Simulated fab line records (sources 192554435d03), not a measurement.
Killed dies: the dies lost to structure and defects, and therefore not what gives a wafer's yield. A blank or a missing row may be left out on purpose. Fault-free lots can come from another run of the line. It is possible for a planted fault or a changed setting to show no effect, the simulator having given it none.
The tool behind it: which one? | flow n5Finfet | 66 wafers sampled from 22 lots at 1 step of a route of 1938

WHAT THE GAUGES SHOWED, per wafer
N5_HKMG_FIN_INSPECT_14: inspects for defects (macro).
lot  | measured    | on               | rawDefectCount
L074 | day 4 02:20 | defectInspect-02 | 1 5 3
L075 | day 4 08:55 | defectInspect-01 | 4 4 3
L076 | day 4 15:44 | defectInspect-02 | 3 5 1
L077 | day 5 00:05 | defectInspect-02 | 2 2 3
L078 | day 5 01:56 | defectInspect-01 | 3 1 1
L079 | day 5 11:38 | defectInspect-01 | 3 6 1
L080 | day 5 19:05 | defectInspect-01 | 0 3 2
L081 | day 5 21:55 | defectInspect-01 | 1 0 2
L083 | day 6 07:32 | defectInspect-01 | 1 2 4
L084 | day 6 14:39 | defectInspect-01 | 1 2 5
L085 | day 6 21:34 | defectInspect-02 | 6 2 1
L086 | day 7 04:42 | defectInspect-01 | 2 1 2
L087 | day 7 13:41 | defectInspect-02 | 4 1 2
L088 | day 7 15:36 | defectInspect-02 | 3 1 1
L090 | day 8 04:10 | defectInspect-02 | 1 0 0
L091 | day 8 10:13 | defectInspect-02 | 3 0 2
L092 | day 8 13:44 | defectInspect-02 | 3 3 1
L093 | day 8 22:47 | defectInspect-02 | 2 1 1
L094 | day 9 05:14 | defectInspect-02 | 4 2 2
L095 | day 9 11:50 | defectInspect-01 | 0 1 2
L096 | day 9 16:25 | defectInspect-01 | 1 4 3
L097 | day 9 23:55 | defectInspect-01 | 2 3 2

WHAT TOOL EACH LOT RAN ON (gives the tool, then ch and the chambers of the sampled wafers, and finally the start)
No process step before these readings appears in the record.

WHAT THE TOOLS THEMSELVES READ (means of the sampled wafers that have a number; where no wafer has one, the mark that the record gives instead)
The record holds no such reading with a usual standard deviation.

THE ANSWER, worked out from the rows above alone
Rule: the lots themselves supply what counts as usual. Put in order of their means at a reading, lots are off if they are a third of the lots or fewer, leave a main group of 4 or more, and stand apart from it by a gap of 3 or more times the standard deviation of the main group's means; of several such gaps the widest counts. If all means in a main group match to the digits the tables above print for the reading, that group is not used. A lot without any number at a reading at which 4 lots or more have one is off too. All remaining lots with rows at the step are treated as sound. The gauges are gone through in route order, then the tools' own readings, and for those a lot's mean is taken as printed above. At the first step where some lot is off, the reading lying furthest off is the one used; lots without a number count as furthest.
No lot is off at any reading shown: from this, nothing can be told.

WHAT THE SIMULATOR HAD PUT IN
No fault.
